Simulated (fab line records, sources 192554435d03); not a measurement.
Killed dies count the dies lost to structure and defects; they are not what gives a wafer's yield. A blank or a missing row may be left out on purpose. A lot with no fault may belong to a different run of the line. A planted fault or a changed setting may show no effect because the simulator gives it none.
A struck lot beside a sound one ; flow n5_finfet ; 16 out of 1938 route steps
Sound: wafers L495.3, L495.5, L495.6. Wafers struck: L505.2, L505.5, L505.6. The cause is named last.
Order at every step that has rows: each side's tool, ch and its chambers, its first start. Under that, the readings that differ: sound wafers ; struck wafers ; difference of the means ; sigmas: that difference in standard deviations of wafers without a fault.
alike: words and numbers the same on both sides, and readings whose means are apart by under 2 such deviations; not compared: readings that were withheld, readings missing a value for some wafer, numbers with overlapping values and no deviation given by the record, and bounds like >300 which may hide the same value.
A row with sigmas, a row that says differs or no value, or rows on one side alone: a step with any of these is where the two part. Numbers that have no deviation but don't overlap get no sigmas and don't part them. Lack of a reading on every wafer of one side parts them only where that side has two or more wafers.

N5_SD_EPI_P_ETCH_47: etches SiOCN in CH3F/O2, target depth 25 nm.
  sound on rie_diel-03 ch 0,3, day 4 14:35; struck on rie_diel-05 ch 0,2,3, day 7 01:33
reading;sound;struck;difference;sigmas
rf_vpp_V (V);128.0 129.1 129.9;125.9 125.0 122.5;-4.5;-2
  alike: CH3F_flow_sccm, drypump_motor_current_A, oes_f_703_au, oes_product_au, showerhead_plenum_p_Torr, throttle_valve_pct
  not compared: rf_hours_counter_h
N5_SD_EPI_P_ETCH_16: etches SiO2 in CHF3/O2, target depth 5 nm.
  sound on rie_diel-03 ch 0,3, day 4 14:41; struck on rie_diel-05 ch 0,2,3, day 7 01:39
  alike: drypump_motor_current_A, oes_f_703_au, oes_product_au, rf_vpp_V, showerhead_plenum_p_Torr, throttle_valve_pct
  not compared: rf_hours_counter_h
then, 1 step without rows for these wafers: N5_SD_EPI_P_STRIP_50 (strips in CHF3/O2).
N5_SD_EPI_P_SD_RECESS_17: chemistry HBr/Cl2/O2, target depth 39.1 nm, bt time 3 s.
  sound on rie_si-06 ch 0,1,2, day 4 14:46; struck on rie_si-06 ch 0,1,3, day 7 01:43
  alike: drypump_motor_current_A, oes_product_au, throttle_valve_pct
  not compared: rf_hours_counter_h
then, 1 step without rows for these wafers: N5_SD_EPI_P_WET_ETCH_45 (etches SiO2 in dHF, time 10.7 s, target depth 2 nm, rinse time 30 s).
N5_SD_EPI_P_STRIP_40: strips in N2/H2.
  sound on plasma_asher-02 ch 0,1, day 4 14:56; struck on plasma_asher-01 ch 0,1, day 7 01:52
  alike: drypump_motor_current_A, h2_flow_sccm, heater_power_w, oes_product_au
  not compared: rf_hours_counter_h
then, 5 steps without rows for these wafers: N5_SD_EPI_P_PRECLEAN_52 (cleans in O3/DIW, time 60 s); N5_SD_EPI_P_SRD_20 (time 30 s); N5_SD_EPI_P_PRECLEAN_51 (cleans in NF3:NH3, afs cycles 1, time 20 s, sublimation time 60 s); N5_SD_EPI_P_VAPOR_ETCH_44 (etches SiGe30 in NF3/Ar, time 3.3 s); N5_SD_EPI_P_EPI_21 (deposits SiGe:B, time 355 s).
N5_SD_EPI_P_EPI_MEAS_23:
  sound: film_metro-02 at day 4 17:38; struck: film_metro-01 at day 7 05:25
  alike: thk_nm
N5_SD_EPI_P_HM_STRIP_48: strips SiNx in H3PO4, material SiNx, target depth 3 nm.
  sound on wet_bench-02 ch 1,2,4, day 4 17:40; struck on wet_bench-02 ch 1,6,7, day 7 05:27
  no value came back on the struck wafers for bath_guard_temp_C (C), bath_heat_duty_pct (%); on the sound wafers bath_guard_temp_C (C) reads 159.9 159.9 160.9
reading;sound;struck;difference;sigmas
model.SiNx_of_SD_EPI_N_LINER_46.thk_nm (nm);0 0 0;2.6 2.6 2.6;+2.6;
model.SiNx_of_SPACER0_ALD_08.thk_nm (nm);0 0 0;1.2 1.2 1.2;+1.2;
then, 1 step without rows for these wafers: N5_SD_EPI_P_SRD_49 (time 30 s).
-- the record jumps here: 4 days lie between the struck wafers' starts before and after (it left off in module SD_EPI_P and takes up again in module BEOL_M4, whose first step shown is number 1111 of the route) --
N5_BEOL_M4_RC_MEAS_101:
  sound on prober-01 ch 0, day 8 18:04; struck on prober-02 ch 0, day 11 08:40
  alike: DIBL_N, DIBL_P, IOFF_N, IOFF_P, ION_N, ION_P, SS_N, SS_P, VT_N, VT_P
following that, these wafers have no rows for 1 step: N5_PASSIVATION_PROBE_49.

WHERE THEY PART
Last at N5_SD_EPI_P_HM_STRIP_48 as far as this record goes, first at N5_SD_EPI_P_ETCH_47. Later steps at which nothing parts them and some readings are alike: N5_BEOL_M4_RC_MEAS_101.

WHY: what the simulator had put in
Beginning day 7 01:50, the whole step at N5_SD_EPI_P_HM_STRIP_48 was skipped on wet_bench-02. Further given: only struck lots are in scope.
